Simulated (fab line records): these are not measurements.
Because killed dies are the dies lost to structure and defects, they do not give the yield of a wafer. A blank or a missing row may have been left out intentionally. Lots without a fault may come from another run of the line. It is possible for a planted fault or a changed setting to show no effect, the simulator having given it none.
Chamber matching | flow nandHarc | NHARC_THIN_TSV_CMP_01 on cmp-03: 4 sister chambers
The step polishes. 4 wafers are shown with their chamber, then 10 later ones without.

== WAFERS PAIRED WITH THEIR CHAMBERS ==
wafer  | chamber | motorCurrentA (A)
L088.1 | 2       | 11.3
L088.3 | 3       | 11.4
L087.1 | 0       | 11.4
L087.3 | 1       | 9.0

== WAFERS WHOSE CHAMBER IS MISSING ==
wafer  | motorCurrentA (A)
L087.5 | 11.7
L090.1 | 11.2
L090.3 | 11.4
L090.5 | 11.3
L092.3 | 10.7
L092.4 | 9.6
L092.6 | 9.2
L095.1 | 10.8
L095.4 | 9.7
L095.5 | 11.4

== WHICH CHAMBER EACH ONE RAN IN ==
wafer  | from the rows above          | in truth
L087.5 | can't be placed: 0 or 3 or 2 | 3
L090.1 | can't be placed: 2 or 0 or 3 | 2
L090.3 | can't be placed: 0 or 3 or 2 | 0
L090.5 | can't be placed: 2 or 0 or 3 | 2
L092.3 | can't be placed: 2 or 0 or 3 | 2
L092.4 | 1                            | 1
L092.6 | 1                            | 1
L095.1 | can't be placed: 2 or 0 or 3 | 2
L095.4 | 1                            | 1
L095.5 | can't be placed: 0 or 3 or 2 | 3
Correct placement for 3 of the 10. Unplaceable from these rows: 7, with the true chamber sitting among the candidates in 7. Number placed wrongly: 0.
How it was worked out, from the rows above alone: a wafer's distance from a chamber is the root of the sum, over the readings, of the square of ((its reading less the chamber's mean) divided by the reading's scatter). If the next closest chamber is less than 2 further off than the closest, the wafer can't be placed; otherwise it belongs to the closest. Each chamber's mean is taken over the wafers shown for it. The scatter (one wafer shown for each chamber): square how far every hidden wafer sits from the nearest shown wafer, average those squares and take the square root.
